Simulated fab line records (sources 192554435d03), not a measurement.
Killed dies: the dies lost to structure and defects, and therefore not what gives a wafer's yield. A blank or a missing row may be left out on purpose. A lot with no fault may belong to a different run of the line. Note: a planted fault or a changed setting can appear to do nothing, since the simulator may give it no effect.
Chamber matching -- flow n5 finfet -- N5_BEOL_M5_CO_CAP_78 on cvd co-01 has 3 sister chambers
The step material Co, precursor CCTBA/H2, target thk 2 nm, time 102.1 s. 6 wafers are shown with their chamber, then 7 later ones without.

EACH WAFER AND ITS CHAMBER
wafer,chamber,heater power w (W),heater power outer w (W)
L599.1,2,228,115
L616.1,1,299,145
L616.4,0,222,122
L616.6,2,229,118
L615.1,1,303,147
L615.2,0,217,125

WAFERS WITH NO CHAMBER GIVEN
wafer,heater power w (W),heater power outer w (W)
L615.5,320,147
L617.1,305,148
L617.3,214,120
L617.4,315,152
L618.1,319,149
L618.3,222,121
L618.6,307,147

EACH ONE'S CHAMBER
wafer,from the rows above,in truth
L615.5,1,1
L617.1,1,1
L617.3,0,0
L617.4,1,1
L618.1,1,1
L618.3,can't be placed: 0 or 2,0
L618.6,1,1
Correctly placed: 6 of 7. Not placeable from these rows: 1 (in 1, the candidates include the true chamber). Number placed wrongly: 0.
How it was worked out, from the rows above alone: a wafer's distance from a chamber is the root of the sum, over the readings, of the square of ((its reading less the chamber's mean) divided by the reading's scatter). The wafer belongs to the nearest chamber; if the next one is less than 2 further off, it can't be placed. A chamber's mean is the mean of its shown wafers. The scatter: the root of (the sum of the squares of (reading less its chamber's mean) over the shown wafers, divided by (wafers less chambers)).
